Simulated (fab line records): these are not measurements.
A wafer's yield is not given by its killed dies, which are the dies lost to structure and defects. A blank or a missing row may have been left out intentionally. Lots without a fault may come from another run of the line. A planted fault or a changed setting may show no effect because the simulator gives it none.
Which tool is to blame? | flow n5 finfet | 24 lots with 72 wafers sampled at 4 steps, on a route of 1938 steps

## WHAT THE GAUGES READ, wafer by wafer
N5_BEOL_M12_CD_MEAS_28: target cd 160.2 nm. Usual: cd nm reads 160.6 nm (standard deviation 1.6).
lot  | measured     | on        | cd nm (nm)        | flag
L075 | day 10 08:06 | cd sem-01 | 157.2 161.5 158.4 |
L074 | day 10 08:29 | cd sem-01 | 162.6 159.9 157.9 |
L076 | day 11 00:44 | cd sem-03 | 161.5 161.6 161.2 |
L077 | day 11 07:31 | cd sem-01 | 157.0 160.3 161.8 |
L078 | day 11 13:13 | cd sem-01 | 161.8 160.2 158.5 |
L080 | day 11 22:04 | cd sem-01 | 161.6 160.3 159.8 |
L079 | day 11 20:09 | cd sem-03 | 163.6 163.3 160.9 |
L082 | day 12 02:11 | cd sem-01 | 161.6 158.4 161.0 |
L081 | day 12 02:53 | cd sem-02 | 159.4 158.8 161.6 |
L083 | day 12 18:54 | cd sem-03 | 160.9 160.3 161.3 |
L084 | day 13 03:24 | cd sem-01 | 160.9 158.0 161.7 |
L086 | day 13 04:40 | cd sem-02 | 157.6 162.7 161.8 |
L085 | day 13 08:39 | cd sem-02 | 162.5 163.0 160.2 |
L087 | day 13 15:44 | cd sem-01 | 159.2 160.4 158.0 |
L088 | day 14 07:37 | cd sem-03 | 159.8 157.3 159.8 |
L090 | day 14 10:08 | cd sem-02 | 161.7 159.8 160.4 |
L089 | day 14 11:49 | cd sem-02 | 161.9 162.4 161.0 |
L091 | day 14 23:41 | cd sem-02 | 157.9 159.7 156.8 |
L092 | day 15 02:08 | cd sem-03 | 162.3 160.9 162.2 |
L093 | day 15 05:31 | cd sem-03 | 163.4 162.8 159.1 |
L094 | day 15 11:35 | cd sem-03 | 160.3 161.2 159.5 |
L095 | day 15 17:15 | cd sem-03 | 156.9 161.3 159.9 |
L096 | day 15 22:32 | cd sem-02 | 161.2 160.8 157.7 |
L097 | day 16 07:38 | cd sem-02 | 159.3 161.1 158.9 |

## WHAT TOOL EACH LOT RAN ON (gives the tool, then ch and the chambers of the sampled wafers, and finally the start)
lot  | N5_BEOL_M10_SURFACE_TREAT_76 | N5_BEOL_M11_PRE_CLEAN_45     | N5_BEOL_M11_DEP_56
L075 | pvd sputter-02, day 9 21:11  | pvd sputter-02, day 10 04:48 | pecvd-02 ch 0,1, day 10 06:19
L074 | pvd sputter-01, day 9 21:19  | pvd sputter-03, day 10 05:04 | pecvd-01 ch 0,1, day 10 06:41
L076 | pvd sputter-03, day 10 12:22 | pvd sputter-02, day 10 20:49 | pecvd-02 ch 1,2, day 10 22:53
L077 | pvd sputter-03, day 10 20:43 | pvd sputter-02, day 11 03:11 | pecvd-04 ch 0,1, day 11 05:56
L078 | pvd sputter-03, day 11 01:01 | pvd sputter-01, day 11 09:37 | pecvd-02 ch 0,1,2, day 11 11:32
L080 | pvd sputter-03, day 11 09:53 | pvd sputter-03, day 11 17:31 | pecvd-01 ch 1,2, day 11 20:17
L079 | pvd sputter-03, day 11 10:15 | pvd sputter-02, day 11 17:00 | pecvd-02 ch 0,1,2, day 11 18:34
L082 | pvd sputter-03, day 11 16:19 | pvd sputter-02, day 11 20:59 | pecvd-04 ch 0,1,2, day 12 00:28
L081 | pvd sputter-02, day 11 17:28 | pvd sputter-01, day 11 23:43 | pecvd-01 ch 0,2, day 12 01:12
L083 | pvd sputter-03, day 12 08:59 | pvd sputter-03, day 12 15:26 | pecvd-01 ch 0,2, day 12 17:16
L084 | pvd sputter-03, day 12 16:04 | pvd sputter-01, day 13 00:09 | pecvd-02 ch 0,1,2, day 13 01:48
L086 | pvd sputter-03, day 12 18:04 | pvd sputter-03, day 13 00:51 | pecvd-04 ch 0,2, day 13 02:45
L085 | pvd sputter-03, day 12 21:50 | pvd sputter-02, day 13 04:53 | pecvd-04 ch 0,1,2, day 13 06:54
L087 | pvd sputter-02, day 13 04:48 | pvd sputter-02, day 13 12:28 | pecvd-02 ch 0,2, day 13 14:01
L088 | pvd sputter-03, day 13 19:49 | pvd sputter-01, day 14 04:07 | pecvd-04 ch 0,1, day 14 05:43
L090 | pvd sputter-03, day 13 22:17 | pvd sputter-02, day 14 05:59 | pecvd-02 ch 0,2, day 14 08:38
L089 | pvd sputter-02, day 14 00:15 | pvd sputter-02, day 14 08:37 | pecvd-01 ch 0,1, day 14 10:21
L091 | pvd sputter-02, day 14 14:17 | pvd sputter-01, day 14 19:02 | pecvd-04 ch 0,1,2, day 14 22:05
L092 | pvd sputter-02, day 14 16:01 | pvd sputter-01, day 14 22:02 | pecvd-02 ch 0,2, day 15 00:13
L093 | pvd sputter-03, day 14 18:28 | pvd sputter-03, day 15 01:49 | pecvd-04 ch 0,1,2, day 15 03:24
L094 | pvd sputter-01, day 14 22:05 | pvd sputter-03, day 15 06:59 | pecvd-04 ch 0,1,2, day 15 09:47
L095 | pvd sputter-01, day 15 06:33 | pvd sputter-01, day 15 13:53 | pecvd-02 ch 1,2, day 15 15:38
L096 | pvd sputter-01, day 15 13:16 | pvd sputter-02, day 15 19:24 | pecvd-04 ch 1,2, day 15 20:56
L097 | pvd sputter-03, day 15 14:27 | pvd sputter-02, day 16 03:58 | pecvd-01 ch 1,2, day 16 06:03
- N5_BEOL_M10_SURFACE_TREAT_76
- N5_BEOL_M11_PRE_CLEAN_45: time 30 s.
- N5_BEOL_M11_DEP_56: deposits SiCN from 3MS/NH3, target thk 30 nm, time 10.5 s.

## WHAT THE TOOLS THEMSELVES READ (means of the sampled wafers that have a number; where no wafer has one, the mark that the record gives instead)
N5_BEOL_M11_PRE_CLEAN_45. Usual: heater power w reads 316 W (standard deviation 22).
lot  | tool           | heater power w (W) | flag
L075 | pvd sputter-02 | 298                |
L074 | pvd sputter-03 | 319                |
L076 | pvd sputter-02 | 298                |
L077 | pvd sputter-02 | 300                |
L078 | pvd sputter-01 | 322                |
L080 | pvd sputter-03 | 321                |
L079 | pvd sputter-02 | 288                |
L082 | pvd sputter-02 | 311                |
L081 | pvd sputter-01 | 329                |
L083 | pvd sputter-03 | 347                |
L084 | pvd sputter-01 | 323                |
L086 | pvd sputter-03 | 325                |
L085 | pvd sputter-02 | 288                |
L087 | pvd sputter-02 | 299                |
L088 | pvd sputter-01 | 322                |
L090 | pvd sputter-02 | 299                |
L089 | pvd sputter-02 | 310                |
L091 | pvd sputter-01 | 307                |
L092 | pvd sputter-01 | 326                |
L093 | pvd sputter-03 | 350                |
L094 | pvd sputter-03 | 329                |
L095 | pvd sputter-01 | 315                |
L096 | pvd sputter-02 | 309                |
L097 | pvd sputter-02 | 307                |

N5_BEOL_M11_DEP_56. Usual: showerhead plenum p Torr 4.149 Torr, standard deviation 0.012; throttle valve pct 18.0 %, standard deviation 1.3.
lot  | tool     | showerhead plenum p Torr (Torr) | throttle valve pct (%) | flag
L075 | pecvd-02 | 4.155                           | 18.5                   |
L074 | pecvd-01 | 4.143                           | 17.9                   |
L076 | pecvd-02 | 4.150                           | 17.6                   |
L077 | pecvd-04 | 4.150                           | 19.0                   |
L078 | pecvd-02 | 4.154                           | 17.7                   |
L080 | pecvd-01 | 4.156                           | 17.5                   |
L079 | pecvd-02 | 4.150                           | 17.8                   |
L082 | pecvd-04 | 4.144                           | 18.5                   |
L081 | pecvd-01 | 4.149                           | 16.4                   |
L083 | pecvd-01 | 4.149                           | 16.3                   |
L084 | pecvd-02 | 4.147                           | 17.9                   |
L086 | pecvd-04 | 4.150                           | 18.1                   |
L085 | pecvd-04 | 4.149                           | 18.5                   |
L087 | pecvd-02 | 4.147                           | 17.8                   |
L088 | pecvd-04 | 4.144                           | 19.0                   |
L090 | pecvd-02 | 4.136                           | 17.6                   |
L089 | pecvd-01 | 4.139                           | 18.0                   |
L091 | pecvd-04 | 4.153                           | 18.4                   |
L092 | pecvd-02 | 4.141                           | 17.6                   |
L093 | pecvd-04 | 4.144                           | 18.5                   |
L094 | pecvd-04 | 4.147                           | 18.6                   |
L095 | pecvd-02 | 4.147                           | 17.4                   |
L096 | pecvd-04 | 4.161                           | 18.0                   |
L097 | pecvd-01 | 4.157                           | 19.1                   |

## THE ANSWER, worked out from the rows above alone
Rule: lot off if the mean of its wafers having a number is beyond 3 standard deviations from the usual mean. A lot without any number at a reading at which 4 lots or more have one is off too. Where the step has rows for the other lots, those lots are counted as sound. First the gauges in route order, then the tools' own readings, where a lot's mean is used as printed above. The first step at which some lot is off is used, and at that step the reading that is off furthest; a lot without a number counts as furthest.
Across all readings shown, no lot is off: no conclusion can be drawn from this.

## WHAT WAS PUT IN BY THE SIMULATOR
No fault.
